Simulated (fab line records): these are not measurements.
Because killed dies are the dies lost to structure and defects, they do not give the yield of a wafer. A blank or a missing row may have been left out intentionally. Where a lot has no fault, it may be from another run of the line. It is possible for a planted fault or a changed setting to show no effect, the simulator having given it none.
fab line records | flow nandHarc | part 2 of 2: steps 27 to 41 of 41
record lots=5 | wafers=15 | lastDay=28
route steps=1302 shown P_BONDPAD@387 A_START@389 A_ZERO_WELL@390 A_SOURCE_PLATE@413 A_ONON_D1@424
lots that met no fault: taken from a fault-free run of the same line
startH: the number of hours between the record's first day and the start of the first shown wafer of the lot | waitH: how many hours have passed since the lot's step before this one | " identical to the entry in the row above | L1.1+2: several wafers, shown together as one row | - no value, or no start given | * or withheld: withheld | < > ~ a bound
route shown NAME@n: a module of which the file shows steps, and the number in the route of the first | usual: mean/standard deviation of fault-free wafers | same: alike in all rows | chamber/n: place in a boat | sites: the reading at each site | _std_site: standard deviation of those values | _edge_site: the outer-site mean with the inner-site mean subtracted | radiusMm: how far each site lies from the wafer's centre | mask NAME#n: copy n | behind: the most recent tool/chamber to have shaped the wafer | hold: reason for holding the lot/hours on hold/outcome of the hold | device: whichever transistor did not switch (one of n, p or np) | end of line: the route-end tests of the same wafers | a step given without rows: its recipe and nothing more | killed: at the first sort, the dies lost to defects and structure; wafer yield is something else | map: shows each die of a wafer: x if killed, . if not, _ if none is there
set.NAME: the run value of the setting; set.NAME@STEP: its run value at that earlier step | model.NAME: the simulator's own value behind a step, which no gauge read
certain route steps with their lots: each step a table, each wafer a row
services: when a tool's chamber went out of use (startH, in hours from the record's first day, below 0 if earlier), for how many hours, and the reason
## steps
# step NHARC_A_SOURCE_PLATE_SRD_01
lot.wafer  | tool        | chamber | startH | waitH
L076.2+6+1 | wetBench-09 | 1,2,4   | -      | -
L078.4+1+3 | wetBench-05 | 7,2,3   | -      | -
L080.3+1+5 | wetBench-05 | 3,6,7   | -      | -
L083.2+4+6 | wetBench-06 | 2,6,7   | -      | -
L085.6+1+4 | wetBench-09 | 1,3,4   | -      | -
# step NHARC_A_SOURCE_PLATE_OXIDE_02
# recipe targetThkA=100 | tempC=900 | oxTimeS=1362 | material=SiO2
lot.wafer  | tool       | chamber | startH | waitH
L076.1+2+6 | furnace-06 | 0       | 158.31 | -
L078.1+3+4 | furnace-06 | 0       | 179.07 | -
L080.1+3+5 | furnace-05 | 0       | 202.19 | -
L083.2+4+6 | furnace-05 | 0       | 228.38 | -
L085.1+4+6 | furnace-05 | 0       | 245.04 | -
# step NHARC_A_SOURCE_PLATE_THK_MEAS_09
# recipe thkMeasGauge=ellipsometry
# usual thkNm=9.7/0.97
lot.wafer | tool         | chamber | startH | waitH | thkNm
L076.1    | filmMetro-01 | -       | 162.28 | 0.4   | 8.7
L076.2    | "            | -       | "      | "     | 8.7
L076.6    | "            | -       | "      | "     | 9.1
L078.1    | filmMetro-02 | -       | 183.04 | 0.4   | 9.7
L078.3    | "            | -       | "      | "     | 9.1
L078.4    | "            | -       | "      | "     | 9.8
L080.1    | filmMetro-02 | -       | 206.28 | 0.4   | 11.2
L080.3    | "            | -       | "      | "     | 9.4
L080.5    | "            | -       | "      | "     | 9.8
L083.2    | filmMetro-02 | -       | 232.48 | 0.4   | 7.7
L083.4    | "            | -       | "      | "     | 9.8
L083.6    | "            | -       | "      | "     | 9.8
L085.1    | filmMetro-01 | -       | 249.14 | 0.4   | 10.6
L085.4    | "            | -       | "      | "     | 8.5
L085.6    | "            | -       | "      | "     | 8.9
# step NHARC_A_SOURCE_PLATE_PVD_04
# recipe targetThkA=500 | material=WSi2
lot.wafer  | tool          | chamber | startH | waitH
L076.1+2+6 | pvdSputter-01 | -       | 162.37 | 0.1
L078.4+3+1 | pvdSputter-02 | -       | 183.12 | 0.1
L080.3+1+5 | pvdSputter-02 | -       | 206.34 | 0.1
L083.2+4+6 | pvdSputter-03 | -       | 232.54 | 0.1
L085.1+4+6 | pvdSputter-03 | -       | 249.20 | 0.1
# step NHARC_A_SOURCE_PLATE_CVD_03
# recipe targetThkA=2000 | tempC=620 | pressureMtorr=200 | timeS=4000 | material=poly-Si
lot.wafer  | tool         | chamber | startH | waitH
L076.1+2+6 | lpcvdPoly-04 | 0       | 164.77 | -
L078.1+3+4 | lpcvdPoly-01 | 0       | 185.61 | -
L080.1+3+5 | lpcvdPoly-04 | 0       | 208.77 | -
L083.2+4+6 | lpcvdPoly-04 | 0       | 234.96 | -
L085.1+4+6 | lpcvdPoly-01 | 0       | 251.71 | -
# step NHARC_A_SOURCE_PLATE_ANNEAL_05
# recipe tempC=850 | timeS=1800
lot.wafer  | tool       | chamber | startH | waitH
L076.1+2+6 | furnace-06 | 0       | 171.23 | 3.4
L078.1+3+4 | furnace-05 | 0       | 192.78 | 4.0
L080.1+3+5 | furnace-06 | 0       | 214.77 | 2.9
L083.2+4+6 | furnace-05 | 0       | 241.47 | 3.4
L085.1+4+6 | furnace-06 | 0       | 257.69 | 2.9
# step NHARC_A_SOURCE_PLATE_THK_MEAS_06
# recipe thkMeasGauge=ellipsometry
# usual thkNm=200.0/2.1
lot.wafer | tool         | chamber | startH | waitH | thkNm
L076.1    | filmMetro-01 | -       | 175.14 | 0.4   | 200.8
L076.2    | "            | -       | "      | "     | 202.9
L076.6    | "            | -       | "      | "     | 201.9
L078.1    | filmMetro-01 | -       | 196.70 | 0.4   | 196.4
L078.3    | "            | -       | "      | "     | 198.0
L078.4    | "            | -       | "      | "     | 196.8
L080.1    | filmMetro-01 | -       | 218.68 | 0.4   | 197.7
L080.3    | "            | -       | "      | "     | 198.0
L080.5    | "            | -       | "      | "     | 200.7
L083.2    | filmMetro-01 | -       | 245.40 | 0.4   | 198.6
L083.4    | "            | -       | "      | "     | 199.8
L083.6    | "            | -       | "      | "     | 202.9
L085.1    | filmMetro-02 | -       | 261.65 | 0.4   | 202.3
L085.4    | "            | -       | "      | "     | 199.6
L085.6    | "            | -       | "      | "     | 201.6
# step NHARC_A_SOURCE_PLATE_INSPECT_08
# usual rawDefectCount=62/26
lot.wafer | tool             | chamber | startH | waitH | rawDefectCount
L076.1    | defectInspect-02 | -       | 175.20 | 0.0   | 66
L076.2    | "                | -       | "      | "     | 72
L076.6    | "                | -       | "      | "     | 69
L078.1    | defectInspect-02 | -       | 196.78 | 0.0   | 41
L078.3    | "                | -       | "      | "     | 38
L078.4    | "                | -       | "      | "     | 79
L080.1    | defectInspect-01 | -       | 218.79 | 0.0   | 112
L080.3    | "                | -       | "      | "     | 118
L080.5    | "                | -       | "      | "     | 60
L083.2    | defectInspect-01 | -       | 245.46 | 0.0   | 30
L083.4    | "                | -       | "      | "     | 59
L083.6    | "                | -       | "      | "     | 30
L085.1    | defectInspect-02 | -       | 261.71 | 0.0   | 83
L085.4    | "                | -       | "      | "     | 61
L085.6    | "                | -       | "      | "     | 45
# step NHARC_A_ONON_D1_DEP_00
# recipe targetThkA=10000 | n2FlowSccm=2750 | n2oFlowSccm=2000 | nh3FlowSccm=500 | sih4FlowSccm=210 | tempC=400
lot.wafer  | tool         | chamber | startH | waitH
L076.1+2+6 | pecvdOnon-01 | 0       | 175.27 | 0.1
L078.1+3+4 | pecvdOnon-04 | 0       | 196.85 | 0.1
L080.1+3+5 | pecvdOnon-01 | 0       | 218.85 | 0.1
L083.2+4+6 | pecvdOnon-01 | 0       | 245.59 | 0.1
L085.1+4+6 | pecvdOnon-01 | 0       | 261.78 | 0.1
# step NHARC_A_ONON_D1_THK_MEAS_02
# recipe thkMeasGauge=ellipsometry
# usual thkNm=999/9.2
lot.wafer | tool         | chamber | startH | waitH | thkNm
L076.1    | filmMetro-01 | -       | 175.78 | -     | 1013
L076.2    | "            | -       | "      | "     | 1014
L076.6    | "            | -       | "      | "     | 1014
L078.1    | filmMetro-01 | -       | 197.39 | -     | 1014
L078.3    | "            | -       | "      | "     | 1013
L078.4    | "            | -       | "      | "     | 1013
L080.1    | filmMetro-02 | -       | 219.36 | -     | 988
L080.3    | "            | -       | "      | "     | 988
L080.5    | "            | -       | "      | "     | 988
L083.2    | filmMetro-01 | -       | 246.04 | -     | 998
L083.4    | "            | -       | "      | "     | 1001
L083.6    | "            | -       | "      | "     | 999
L085.1    | filmMetro-02 | -       | 262.29 | -     | 987
L085.4    | "            | -       | "      | "     | 988
L085.6    | "            | -       | "      | "     | 989
# step NHARC_A_ONON_D1_DEP_03
# recipe targetThkA=10000 | n2FlowSccm=2750 | n2oFlowSccm=2000 | nh3FlowSccm=500 | sih4FlowSccm=210 | tempC=400
lot.wafer  | tool         | chamber | startH | waitH
L076.1+2+6 | pecvdOnon-04 | 0       | 175.84 | 0.1
L078.1+3+4 | pecvdOnon-01 | 0       | 197.44 | 0.1
L080.1+3+5 | pecvdOnon-02 | 0       | 219.42 | 0.1
L083.2+4+6 | pecvdOnon-04 | 0       | 246.15 | 0.1
L085.1+4+6 | pecvdOnon-04 | 0       | 262.34 | 0.1
# step NHARC_A_ONON_D1_THK_MEAS_05
# recipe thkMeasGauge=ellipsometry
# usual thkNm=1001/9.9
lot.wafer | tool         | chamber | startH | waitH | thkNm
L076.1    | filmMetro-01 | -       | 176.35 | -     | 992
L076.2    | "            | -       | "      | "     | 991
L076.6    | "            | -       | "      | "     | 992
L078.1    | filmMetro-02 | -       | 197.96 | -     | 1003
L078.3    | "            | -       | "      | "     | 1002
L078.4    | "            | -       | "      | "     | 1001
L080.1    | filmMetro-02 | -       | 219.93 | -     | 1005
L080.3    | "            | -       | "      | "     | 1007
L080.5    | "            | -       | "      | "     | 1006
L083.2    | filmMetro-02 | -       | 246.61 | -     | 1007
L083.4    | "            | -       | "      | "     | 1009
L083.6    | "            | -       | "      | "     | 1008
L085.1    | filmMetro-01 | -       | 262.85 | -     | 1018
L085.4    | "            | -       | "      | "     | 1018
L085.6    | "            | -       | "      | "     | 1020
# step NHARC_A_ONON_D1_DEP_06
# recipe targetThkA=10000 | n2FlowSccm=2750 | n2oFlowSccm=2000 | nh3FlowSccm=500 | sih4FlowSccm=210 | tempC=400
lot.wafer  | tool         | chamber | startH | waitH
L076.1+2+6 | pecvdOnon-02 | 0       | 176.40 | 0.1
L078.1+3+4 | pecvdOnon-04 | 0       | 198.01 | 0.1
L080.1+3+5 | pecvdOnon-04 | 0       | 219.98 | 0.1
L083.2+4+6 | pecvdOnon-01 | 0       | 246.72 | 0.1
L085.1+4+6 | pecvdOnon-01 | 0       | 262.91 | 0.1
# step NHARC_A_ONON_D1_THK_MEAS_08
# recipe thkMeasGauge=ellipsometry
# usual thkNm=1003/11
lot.wafer | tool         | chamber | startH | waitH | thkNm
L076.1    | filmMetro-01 | -       | 176.91 | -     | 1010
L076.2    | "            | -       | "      | "     | 1009
L076.6    | "            | -       | "      | "     | 1010
L078.1    | filmMetro-02 | -       | 198.52 | -     | 1006
L078.3    | "            | -       | "      | "     | 1007
L078.4    | "            | -       | "      | "     | 1008
L080.1    | filmMetro-01 | -       | 220.49 | -     | 1003
L080.3    | "            | -       | "      | "     | 1000
L080.5    | "            | -       | "      | "     | 1002
L083.2    | filmMetro-02 | -       | 247.18 | -     | 1004
L083.4    | "            | -       | "      | "     | 1004
L083.6    | "            | -       | "      | "     | 1006
L085.1    | filmMetro-02 | -       | 263.42 | -     | 1000
L085.4    | "            | -       | "      | "     | 1001
L085.6    | "            | -       | "      | "     | 1002
# step NHARC_A_ONON_D1_DEP_09
# recipe targetThkA=10000 | n2FlowSccm=2750 | n2oFlowSccm=2000 | nh3FlowSccm=500 | sih4FlowSccm=210 | tempC=400
lot.wafer  | tool         | chamber | startH | waitH
L076.1+2+6 | pecvdOnon-02 | 0       | 176.97 | 0.1
L078.1+3+4 | pecvdOnon-02 | 0       | 198.58 | 0.1
L080.1+3+5 | pecvdOnon-02 | 0       | 220.55 | 0.1
L083.2+4+6 | pecvdOnon-04 | 0       | 247.30 | 0.1
L085.1+4+6 | pecvdOnon-02 | 0       | 263.48 | 0.1
## services
tool          | chamber | startH | hours | kind
rieDiel-06    | -       | 130.20 | 9.0   | pm
pecvdOnon-04  | -       | 130.30 | 13.0  | pm
pvdSputter-03 | -       | 131.58 | 9.0   | repair
wetBench-10   | -       | 135.20 | 8.0   | pm
furnace-05    | -       | 136.57 | 2.9   | repair
wetBench-08   | -       | 140.16 | 1.4   | repair
rieDiel-13    | 0       | 140.62 | 4.2   | repair
pvdSputter-03 | -       | 143.44 | 17.0  | repair
rieSi-04      | 3       | 144.96 | 4.4   | repair
rieDiel-02    | 2       | 151.01 | 7.0   | repair
wetBench-07   | -       | 160.00 | 8.0   | pm
rieSi-04      | -       | 165.00 | 9.0   | pm
rieDiel-13    | -       | 165.05 | 9.0   | pm
krfScanner-03 | -       | 171.14 | 0.3   | repair
wetBench-09   | -       | 176.80 | 8.0   | pm
krfScanner-03 | -       | 183.39 | 0.4   | repair
pecvdOnon-02  | -       | 185.00 | 13.0  | pm
krfScanner-03 | -       | 224.00 | 4.0   | pm
lithoTrack-02 | -       | 227.00 | 7.0   | pm
wetBench-04   | -       | 227.20 | 8.0   | pm
implanter-01  | -       | 232.74 | 4.2   | repair
rieSi-06      | -       | 249.00 | 9.0   | pm
wetBench-09   | -       | 256.43 | 1.7   | repair
wetBench-05   | -       | 260.80 | 8.0   | pm
